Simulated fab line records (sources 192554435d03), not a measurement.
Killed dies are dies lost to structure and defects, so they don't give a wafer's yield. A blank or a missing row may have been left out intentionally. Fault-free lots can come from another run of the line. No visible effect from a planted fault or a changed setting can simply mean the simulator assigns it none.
The tool behind it: which one?    flow n5 finfet    31 wafers from 11 lots sampled at 4 of the route's 1938 steps

== WHAT THE GAUGES READ, wafer by wafer ==
N5_BEOL_M13_THK_MEAS_50: measures by xrf. Usual: M13_THK 432 nm, standard deviation 7.4.
lot   measured      on             M13_THK (nm)  flag
L363  day 10 04:41  film metro-02  446 441 434   
L364  day 11 21:58  film metro-01  437 435 428   
L371  day 13 16:26  film metro-01  421 438 409   
L372  day 13 16:43  film metro-02  455 445       
L374  day 14 02:53  film metro-01  444 445       
L376  day 14 17:08  film metro-02  424 428 436   
L378  day 14 21:32  film metro-01  430 422 439   
L379  day 15 14:46  film metro-02  424 434 431   
L380  day 15 21:14  film metro-02  433 435 428   
L383  day 16 05:27  film metro-02  437 435 434   
L386  day 17 00:47  film metro-02  429 436 439   

== TOOL THAT RAN EACH LOT (tool first, then ch and the chambers of the sampled wafers, then the start) ==
lot   N5_BEOL_M13_SPUTTER_43        N5_BEOL_M13_SPUTTER_44        N5_BEOL_M13_CMP_49
L363  pvd sputter-02, day 10 03:25  pvd sputter-02, day 10 03:30  cmp-03 ch 0,1,3, day 10 04:28
L364  pvd sputter-03, day 11 20:56  pvd sputter-03, day 11 21:01  cmp-03 ch 1,2, day 11 21:43
L371  pvd sputter-02, day 13 15:04  pvd sputter-02, day 13 15:09  cmp-03 ch 1,2,3, day 13 16:11
L372  pvd sputter-02, day 13 15:23  pvd sputter-02, day 13 15:28  cmp-04 ch 2,3, day 13 16:25
L374  pvd sputter-02, day 14 01:52  pvd sputter-02, day 14 01:56  cmp-04 ch 1,2, day 14 02:36
L376  pvd sputter-01, day 14 16:07  pvd sputter-01, day 14 16:11  cmp-02 ch 1,2,3, day 14 16:50
L378  pvd sputter-01, day 14 20:07  pvd sputter-01, day 14 20:12  cmp-04 ch 0,1,3, day 14 21:17
L379  pvd sputter-03, day 15 13:44  pvd sputter-03, day 15 13:49  cmp-04 ch 1,2,3, day 15 14:28
L380  pvd sputter-03, day 15 20:13  pvd sputter-03, day 15 20:17  cmp-02 ch 0,1,3, day 15 21:02
L383  pvd sputter-01, day 16 02:52  pvd sputter-01, day 16 02:56  cmp-02 ch 0,1,3, day 16 05:14
L386  pvd sputter-03, day 16 23:44  pvd sputter-03, day 16 23:49  cmp-04 ch 0,1,3, day 17 00:32
- N5_BEOL_M13_SPUTTER_43: material TaN, target thk 15 nm, time 24.19 s.
- N5_BEOL_M13_SPUTTER_44: material Ta, target thk 10 nm, time 16.13 s.
- N5_BEOL_M13_CMP_49: polishes, stops on SiOC, t overpolish 17.1 s, target thk 420 nm.

== WHAT THE TOOLS THEMSELVES READ (means of the sampled wafers that have a number; where no wafer has one, the mark that the record gives instead) ==
N5_BEOL_M13_SPUTTER_43. Usual: bias v 168.6 V, standard deviation 1.8; throttle valve pct 29.8 %, standard deviation 1.
lot   tool            bias v (V)  throttle valve pct (%)  flag
L363  pvd sputter-02  167.1       29.5                    
L364  pvd sputter-03  168.1       30.3                    
L371  pvd sputter-02  170.1       29.4                    
L372  pvd sputter-02  170.2       29.6                    
L374  pvd sputter-02  167.3       29.6                    
L376  pvd sputter-01  167.6       30.2                    
L378  pvd sputter-01  171.5       30.1                    
L379  pvd sputter-03  168.2       29.5                    
L380  pvd sputter-03  168.8       29.9                    
L383  pvd sputter-01  168.4       31.0                    
L386  pvd sputter-03  168.5       29.7                    

N5_BEOL_M13_SPUTTER_44. Usual: bias v 79.9 V, standard deviation 0.78; throttle valve pct 29.8 %, standard deviation 1.
lot   tool            bias v (V)  throttle valve pct (%)  flag
L363  pvd sputter-02  80.7        29.5                    
L364  pvd sputter-03  80.3        30.0                    
L371  pvd sputter-02  80.7        29.5                    
L372  pvd sputter-02  79.7        29.6                    
L374  pvd sputter-02  79.0        29.5                    
L376  pvd sputter-01  80.3        30.1                    
L378  pvd sputter-01  79.9        30.4                    
L379  pvd sputter-03  80.4        29.6                    
L380  pvd sputter-03  80.1        30.0                    
L383  pvd sputter-01  79.2        31.1                    
L386  pvd sputter-03  79.8        29.8                    

N5_BEOL_M13_CMP_49. Usual: barrier field endpoint s 30.4 s, standard deviation 0.62; motor current A 6.0 A, standard deviation 0.67; pad life wafers 1016, standard deviation 500.
lot   tool    barrier field endpoint s (s)  motor current A (A)  pad life wafers  flag
L363  cmp-03  30.3                          6.0                  1700             
L364  cmp-03  30.5                          5.3                  2017             
L371  cmp-03  26.5                          5.7                  212              OFF
L372  cmp-04  18.2                          5.6                  722              OFF
L374  cmp-04  24.4                          6.5                  806              OFF
L376  cmp-02  30.6                          6.2                  1466             
L378  cmp-04  30.2                          6.2                  944              
L379  cmp-04  29.6                          6.2                  1075             
L380  cmp-02  29.5                          6.3                  1676             
L383  cmp-02  31.1                          6.3                  1742             
L386  cmp-04  30.6                          6.3                  1400             

== THE ANSWER, worked out from the rows above alone ==
Rule: lot off if the mean of its wafers having a number is beyond 3 standard deviations from the usual mean. A lot without any number at a reading at which 4 lots or more have one is off too. All remaining lots with rows at the step are treated as sound. First the gauges in route order, then the tools' own readings, where a lot's mean is used as printed above. The first step at which some lot is off is used, and at that step the reading that is off furthest; a lot without a number counts as furthest.
Off, at N5_BEOL_M13_CMP_49 on barrier field endpoint s: L371, L372, L374.
A tool fits if, at that step or a process step before it, it ran every lot that is off, and no sound lot after the first of them. One candidate fits, namely pvd sputter-02 at N5_BEOL_M13_SPUTTER_43 and N5_BEOL_M13_SPUTTER_44. At N5_BEOL_M13_SPUTTER_43 its last sound lot is L363 (day 10 03:25), its first lot that is off L371 (day 13 15:04): a fault that began between those two fits.

== WHAT THE SIMULATOR PUT IN ==
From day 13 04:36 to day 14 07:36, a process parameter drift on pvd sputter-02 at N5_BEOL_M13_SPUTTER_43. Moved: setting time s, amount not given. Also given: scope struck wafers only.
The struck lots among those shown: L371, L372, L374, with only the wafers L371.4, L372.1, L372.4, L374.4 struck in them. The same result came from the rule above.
